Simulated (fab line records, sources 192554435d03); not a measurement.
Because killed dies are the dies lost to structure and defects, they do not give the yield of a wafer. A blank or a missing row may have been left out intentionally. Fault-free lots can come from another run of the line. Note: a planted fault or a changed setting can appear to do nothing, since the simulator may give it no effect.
What tool caused it? / flow n5 finfet / 30 wafers from 10 lots sampled at 5 of the route's 1938 steps

## WHAT THE GAUGES SHOWED, per wafer
N5_BEOL_M4_RC_MEAS_101. Usual: DIBL_N 36.4 mV/V, standard deviation 1.4; DIBL_P 36.3 mV/V, standard deviation 1.5; IOFF_N 0.162 nA/um, standard deviation 0.023; IOFF_P 0.211 nA/um, standard deviation 0.027; ION_N 676 uA/um, standard deviation 9.7; ION_P 463 uA/um, standard deviation 6.4; SS_N 71.5 mV/dec, standard deviation 0.5; SS_P 73.3 mV/dec, standard deviation 0.6; VT_N 249.3 mV, standard deviation 2.5; VT_P -249.9 mV, standard deviation 2.8.
lot=L338; measured=day 8 12:34; on=prober-02; DIBL_N (mV/V)=36.4 36.8 34.2; DIBL_P (mV/V)=36.6 37.2 34.2; IOFF_N (nA/um)=0.157 0.168 0.123; IOFF_P (nA/um)=0.228 0.234 0.191; ION_N (uA/um)=673 667 664; ION_P (uA/um)=465 463 456; SS_N (mV/dec)=71.7 72.5 71.4; SS_P (mV/dec)=73.9 74.0 72.8; VT_N (mV)=252.4 250.6 254.9; VT_P (mV)=-249.1 -248.0 -250.8; flag=
lot=L340; measured=day 9 03:29; on=prober-01; DIBL_N (mV/V)=37.1 35.7 36.9; DIBL_P (mV/V)=37.2 35.8 37.4; IOFF_N (nA/um)=0.183 0.159 0.177; IOFF_P (nA/um)=0.225 0.202 0.217; ION_N (uA/um)=700 688 693; ION_P (uA/um)=469 467 467; SS_N (mV/dec)=71.8 71.3 71.5; SS_P (mV/dec)=73.9 73.1 74.4; VT_N (mV)=247.9 246.8 248.6; VT_P (mV)=-248.5 -252.4 -251.1; flag=
lot=L343; measured=day 10 01:58; on=prober-01; DIBL_N (mV/V)=36.1 35.1 34.5; DIBL_P (mV/V)=37.9 36.0 35.8; IOFF_N (nA/um)=0.168 0.144 0.128; IOFF_P (nA/um)=0.210 0.177 0.178; ION_N (uA/um)=679 674 660; ION_P (uA/um)=464 458 460; SS_N (mV/dec)=71.3 71.2 71.1; SS_P (mV/dec)=74.0 73.6 73.0; VT_N (mV)=247.3 250.4 252.3; VT_P (mV)=-248.0 -253.1 -252.5; flag=
lot=L345; measured=day 10 17:31; on=prober-02; DIBL_N (mV/V)=35.0 35.8 35.3; DIBL_P (mV/V)=36.0 36.0 36.2; IOFF_N (nA/um)=0.133 0.146 0.143; IOFF_P (nA/um)=0.176 0.171 0.181; ION_N (uA/um)=668 657 675; ION_P (uA/um)=463 446 459; SS_N (mV/dec)=71.6 71.3 71.8; SS_P (mV/dec)=73.2 72.7 73.3; VT_N (mV)=250.4 252.2 248.1; VT_P (mV)=-252.8 -252.0 -255.4; flag=
lot=L346; measured=day 10 20:30; on=prober-01; DIBL_N (mV/V)=35.7 36.9 37.6; DIBL_P (mV/V)=34.9 36.0 35.8; IOFF_N (nA/um)=0.142 0.154 0.162; IOFF_P (nA/um)=0.204 0.207 0.207; ION_N (uA/um)=672 660 661; ION_P (uA/um)=468 459 452; SS_N (mV/dec)=71.3 71.2 72.1; SS_P (mV/dec)=72.5 73.3 72.9; VT_N (mV)=249.4 246.6 251.6; VT_P (mV)=-246.3 -248.5 -247.9; flag=
lot=L349; measured=day 11 18:20; on=prober-01; DIBL_N (mV/V)=34.3 34.6 35.2; DIBL_P (mV/V)=35.4 35.9 36.9; IOFF_N (nA/um)=0.136 0.147 0.150; IOFF_P (nA/um)=0.184 0.193 0.198; ION_N (uA/um)=668 677 685; ION_P (uA/um)=454 472 471; SS_N (mV/dec)=71.1 70.8 72.1; SS_P (mV/dec)=73.6 74.0 73.9; VT_N (mV)=251.5 252.0 250.6; VT_P (mV)=-252.0 -252.7 -252.0; flag=
lot=L353; measured=day 12 05:59; on=prober-02; DIBL_N (mV/V)=40.7 37.8 38.3; DIBL_P (mV/V)=39.0 36.8 36.3; IOFF_N (nA/um)=0.230 0.179 0.175; IOFF_P (nA/um)=0.267 0.214 0.209; ION_N (uA/um)=675 682 669; ION_P (uA/um)=460 466 454; SS_N (mV/dec)=72.9 71.9 72.8; SS_P (mV/dec)=74.4 74.1 73.3; VT_N (mV)=247.4 247.4 249.5; VT_P (mV)=-248.4 -249.9 -248.8; flag=
lot=L351; measured=day 12 08:04; on=prober-02; DIBL_N (mV/V)=36.4 38.5 36.7; DIBL_P (mV/V)=35.6 38.1 36.1; IOFF_N (nA/um)=0.141 0.177 0.150; IOFF_P (nA/um)=0.203 0.247 0.213; ION_N (uA/um)=683 692 676; ION_P (uA/um)=470 472 467; SS_N (mV/dec)=71.8 71.7 72.1; SS_P (mV/dec)=73.0 73.6 72.8; VT_N (mV)=250.3 246.2 248.3; VT_P (mV)=-251.5 -246.2 -247.7; flag=
lot=L355; measured=day 13 07:33; on=prober-02; DIBL_N (mV/V)=36.0 36.4 36.4; DIBL_P (mV/V)=34.2 33.9 35.0; IOFF_N (nA/um)=0.153 0.162 0.162; IOFF_P (nA/um)=0.213 0.216 0.231; ION_N (uA/um)=670 661 665; ION_P (uA/um)=462 457 466; SS_N (mV/dec)=71.6 71.6 71.4; SS_P (mV/dec)=73.0 71.9 73.6; VT_N (mV)=250.2 250.8 250.8; VT_P (mV)=-250.2 -246.2 -248.0; flag=
lot=L358; measured=day 13 09:50; on=prober-02; DIBL_N (mV/V)=34.1 37.0 35.6; DIBL_P (mV/V)=32.7 36.4 35.0; IOFF_N (nA/um)=0.122 0.164 0.149; IOFF_P (nA/um)=0.172 0.225 0.198; ION_N (uA/um)=674 673 691; ION_P (uA/um)=465 463 470; SS_N (mV/dec)=70.9 71.6 71.2; SS_P (mV/dec)=72.6 73.3 73.7; VT_N (mV)=252.4 248.5 247.3; VT_P (mV)=-251.9 -248.6 -248.5; flag=

## EACH LOT AND THE TOOL THAT RAN IT (in order: tool; ch and the chambers of the sampled wafers; start)
lot=L338; N5_BEOL_M3_SPUTTER_79=pvd sputter-03, day 8 01:05; N5_BEOL_M3_SPUTTER_86=pvd sputter-03, day 8 01:32; N5_BEOL_M3_SPUTTER_88=pvd sputter-03, day 8 01:45; N5_BEOL_M3_ANNEAL_93=pvd sputter-03, day 8 02:16
lot=L340; N5_BEOL_M3_SPUTTER_79=pvd sputter-01, day 8 12:19; N5_BEOL_M3_SPUTTER_86=pvd sputter-01, day 8 12:45; N5_BEOL_M3_SPUTTER_88=pvd sputter-01, day 8 12:58; N5_BEOL_M3_ANNEAL_93=pvd sputter-01, day 8 13:29
lot=L343; N5_BEOL_M3_SPUTTER_79=pvd sputter-01, day 9 08:40; N5_BEOL_M3_SPUTTER_86=pvd sputter-01, day 9 09:25; N5_BEOL_M3_SPUTTER_88=pvd sputter-01, day 9 09:38; N5_BEOL_M3_ANNEAL_93=pvd sputter-01, day 9 10:09
lot=L345; N5_BEOL_M3_SPUTTER_79=pvd sputter-02, day 9 12:08; N5_BEOL_M3_SPUTTER_86=pvd sputter-02, day 9 12:35; N5_BEOL_M3_SPUTTER_88=pvd sputter-02, day 9 12:48; N5_BEOL_M3_ANNEAL_93=pvd sputter-02, day 9 13:19
lot=L346; N5_BEOL_M3_SPUTTER_79=pvd sputter-03, day 10 04:28; N5_BEOL_M3_SPUTTER_86=pvd sputter-03, day 10 04:55; N5_BEOL_M3_SPUTTER_88=pvd sputter-03, day 10 05:08; N5_BEOL_M3_ANNEAL_93=pvd sputter-03, day 10 05:39
lot=L349; N5_BEOL_M3_SPUTTER_79=pvd sputter-03, day 11 00:19; N5_BEOL_M3_SPUTTER_86=pvd sputter-03, day 11 00:46; N5_BEOL_M3_SPUTTER_88=pvd sputter-03, day 11 00:59; N5_BEOL_M3_ANNEAL_93=pvd sputter-03, day 11 01:30
lot=L353; N5_BEOL_M3_SPUTTER_79=pvd sputter-02, day 11 18:03; N5_BEOL_M3_SPUTTER_86=pvd sputter-02, day 11 18:29; N5_BEOL_M3_SPUTTER_88=pvd sputter-02, day 11 18:43; N5_BEOL_M3_ANNEAL_93=pvd sputter-02, day 11 19:14
lot=L351; N5_BEOL_M3_SPUTTER_79=pvd sputter-01, day 11 18:11; N5_BEOL_M3_SPUTTER_86=pvd sputter-01, day 11 18:38; N5_BEOL_M3_SPUTTER_88=pvd sputter-01, day 11 18:51; N5_BEOL_M3_ANNEAL_93=pvd sputter-01, day 11 19:22
lot=L355; N5_BEOL_M3_SPUTTER_79=pvd sputter-03, day 12 20:49; N5_BEOL_M3_SPUTTER_86=pvd sputter-03, day 12 21:16; N5_BEOL_M3_SPUTTER_88=pvd sputter-03, day 12 21:29; N5_BEOL_M3_ANNEAL_93=pvd sputter-03, day 12 22:00
lot=L358; N5_BEOL_M3_SPUTTER_79=pvd sputter-01, day 12 22:29; N5_BEOL_M3_SPUTTER_86=pvd sputter-01, day 12 22:55; N5_BEOL_M3_SPUTTER_88=pvd sputter-01, day 12 23:08; N5_BEOL_M3_ANNEAL_93=pvd sputter-01, day 12 23:40
- N5_BEOL_M3_SPUTTER_79: material Cu, target thk 4.5 nm, time 8.29 s.
- N5_BEOL_M3_SPUTTER_86: material Cu, target thk 4.5 nm, time 8.29 s.
- N5_BEOL_M3_SPUTTER_88: material Cu, target thk 4.5 nm, time 8.29 s.
- N5_BEOL_M3_ANNEAL_93: time 240 s.

## AS READ BY THE TOOLS THEMSELVES (means over the sampled wafers that have a number; for cases with no such wafer, the mark the record gives instead)
N5_BEOL_M3_SPUTTER_79. Usual: chamber pressure pa 0.07001 Pa, standard deviation 0.00014; chuck gas flow sccm 1.25 sccm, standard deviation 0.051; throttle valve pct 30.1 %, standard deviation 0.45.
lot=L338; tool=pvd sputter-03; chamber pressure pa (Pa)=0.07014; chuck gas flow sccm (sccm)=1.31; throttle valve pct (%)=30.1; flag=
lot=L340; tool=pvd sputter-01; chamber pressure pa (Pa)=0.07012; chuck gas flow sccm (sccm)=1.25; throttle valve pct (%)=30.0; flag=
lot=L343; tool=pvd sputter-01; chamber pressure pa (Pa)=0.06996; chuck gas flow sccm (sccm)=1.27; throttle valve pct (%)=29.6; flag=
lot=L345; tool=pvd sputter-02; chamber pressure pa (Pa)=0.06998; chuck gas flow sccm (sccm)=1.24; throttle valve pct (%)=29.8; flag=
lot=L346; tool=pvd sputter-03; chamber pressure pa (Pa)=0.06991; chuck gas flow sccm (sccm)=1.29; throttle valve pct (%)=30.1; flag=
lot=L349; tool=pvd sputter-03; chamber pressure pa (Pa)=0.07002; chuck gas flow sccm (sccm)=1.24; throttle valve pct (%)=30.1; flag=
lot=L353; tool=pvd sputter-02; chamber pressure pa (Pa)=0.06990; chuck gas flow sccm (sccm)=1.25; throttle valve pct (%)=29.8; flag=
lot=L351; tool=pvd sputter-01; chamber pressure pa (Pa)=0.07000; chuck gas flow sccm (sccm)=1.23; throttle valve pct (%)=30.0; flag=
lot=L355; tool=pvd sputter-03; chamber pressure pa (Pa)=0.06996; chuck gas flow sccm (sccm)=1.27; throttle valve pct (%)=29.9; flag=
lot=L358; tool=pvd sputter-01; chamber pressure pa (Pa)=0.06999; chuck gas flow sccm (sccm)=1.25; throttle valve pct (%)=30.6; flag=

N5_BEOL_M3_SPUTTER_86. Usual: chamber pressure pa 0.06998 Pa, standard deviation 0.00015; chuck gas flow sccm 1.26 sccm, standard deviation 0.047; throttle valve pct 30.1 %, standard deviation 0.42.
lot=L338; tool=pvd sputter-03; chamber pressure pa (Pa)=0.06997; chuck gas flow sccm (sccm)=1.26; throttle valve pct (%)=30.1; flag=
lot=L340; tool=pvd sputter-01; chamber pressure pa (Pa)=0.06989; chuck gas flow sccm (sccm)=1.24; throttle valve pct (%)=30.1; flag=
lot=L343; tool=pvd sputter-01; chamber pressure pa (Pa)=-; chuck gas flow sccm (sccm)=-; throttle valve pct (%)=-; flag=OFF
lot=L345; tool=pvd sputter-02; chamber pressure pa (Pa)=-; chuck gas flow sccm (sccm)=-; throttle valve pct (%)=-; flag=OFF
lot=L346; tool=pvd sputter-03; chamber pressure pa (Pa)=-; chuck gas flow sccm (sccm)=-; throttle valve pct (%)=-; flag=OFF
lot=L349; tool=pvd sputter-03; chamber pressure pa (Pa)=0.07008; chuck gas flow sccm (sccm)=1.29; throttle valve pct (%)=30.2; flag=
lot=L353; tool=pvd sputter-02; chamber pressure pa (Pa)=0.06994; chuck gas flow sccm (sccm)=1.22; throttle valve pct (%)=29.9; flag=
lot=L351; tool=pvd sputter-01; chamber pressure pa (Pa)=0.06977; chuck gas flow sccm (sccm)=1.24; throttle valve pct (%)=30.0; flag=
lot=L355; tool=pvd sputter-03; chamber pressure pa (Pa)=0.06995; chuck gas flow sccm (sccm)=1.27; throttle valve pct (%)=29.9; flag=
lot=L358; tool=pvd sputter-01; chamber pressure pa (Pa)=0.07005; chuck gas flow sccm (sccm)=1.26; throttle valve pct (%)=30.5; flag=

N5_BEOL_M3_SPUTTER_88. Usual: chamber pressure pa 0.06999 Pa, standard deviation 0.00015; chuck gas flow sccm 1.25 sccm, standard deviation 0.053; throttle valve pct 30.1 %, standard deviation 0.44.
lot=L338; tool=pvd sputter-03; chamber pressure pa (Pa)=0.07001; chuck gas flow sccm (sccm)=1.24; throttle valve pct (%)=30.1; flag=
lot=L340; tool=pvd sputter-01; chamber pressure pa (Pa)=0.06991; chuck gas flow sccm (sccm)=1.27; throttle valve pct (%)=30.2; flag=
lot=L343; tool=pvd sputter-01; chamber pressure pa (Pa)=0.07027; chuck gas flow sccm (sccm)=1.21; throttle valve pct (%)=29.6; flag=
lot=L345; tool=pvd sputter-02; chamber pressure pa (Pa)=0.07009; chuck gas flow sccm (sccm)=1.30; throttle valve pct (%)=29.9; flag=
lot=L346; tool=pvd sputter-03; chamber pressure pa (Pa)=0.07013; chuck gas flow sccm (sccm)=1.20; throttle valve pct (%)=30.0; flag=
lot=L349; tool=pvd sputter-03; chamber pressure pa (Pa)=0.06993; chuck gas flow sccm (sccm)=1.28; throttle valve pct (%)=30.1; flag=
lot=L353; tool=pvd sputter-02; chamber pressure pa (Pa)=0.06993; chuck gas flow sccm (sccm)=1.21; throttle valve pct (%)=29.9; flag=
lot=L351; tool=pvd sputter-01; chamber pressure pa (Pa)=0.07009; chuck gas flow sccm (sccm)=1.18; throttle valve pct (%)=30.1; flag=
lot=L355; tool=pvd sputter-03; chamber pressure pa (Pa)=0.06995; chuck gas flow sccm (sccm)=1.29; throttle valve pct (%)=29.9; flag=
lot=L358; tool=pvd sputter-01; chamber pressure pa (Pa)=0.07003; chuck gas flow sccm (sccm)=1.22; throttle valve pct (%)=30.6; flag=

N5_BEOL_M3_ANNEAL_93. Usual: heater power w at 860 W, with a standard deviation of 110.
lot=L338; tool=pvd sputter-03; heater power w (W)=790; flag=
lot=L340; tool=pvd sputter-01; heater power w (W)=875; flag=
lot=L343; tool=pvd sputter-01; heater power w (W)=946; flag=
lot=L345; tool=pvd sputter-02; heater power w (W)=817; flag=
lot=L346; tool=pvd sputter-03; heater power w (W)=770; flag=
lot=L349; tool=pvd sputter-03; heater power w (W)=825; flag=
lot=L353; tool=pvd sputter-02; heater power w (W)=822; flag=
lot=L351; tool=pvd sputter-01; heater power w (W)=889; flag=
lot=L355; tool=pvd sputter-03; heater power w (W)=835; flag=
lot=L358; tool=pvd sputter-01; heater power w (W)=816; flag=

## THE ANSWER, worked out from the rows above alone
Rule: a lot is off if the mean of its wafers that have a number lies more than 3 standard deviations from the usual mean. Also off: a lot with no number at a reading for which 4 or more lots have one. The other lots that the step has rows for count as sound. First the gauges in route order, then the tools' own readings, where a lot's mean is used as printed above. The first step at which some lot is off is used, and at that step the reading that is off furthest; a lot without a number counts as furthest.
Off: L343, L345, L346 (N5_BEOL_M3_SPUTTER_86, chamber pressure pa). Without a number there: L343, L345, L346.
A tool fits if, at that step or a process step before it, it ran every lot that is off, and no sound lot after the first of them. Of those tried, none fits.

## WHAT THE SIMULATOR PUT IN
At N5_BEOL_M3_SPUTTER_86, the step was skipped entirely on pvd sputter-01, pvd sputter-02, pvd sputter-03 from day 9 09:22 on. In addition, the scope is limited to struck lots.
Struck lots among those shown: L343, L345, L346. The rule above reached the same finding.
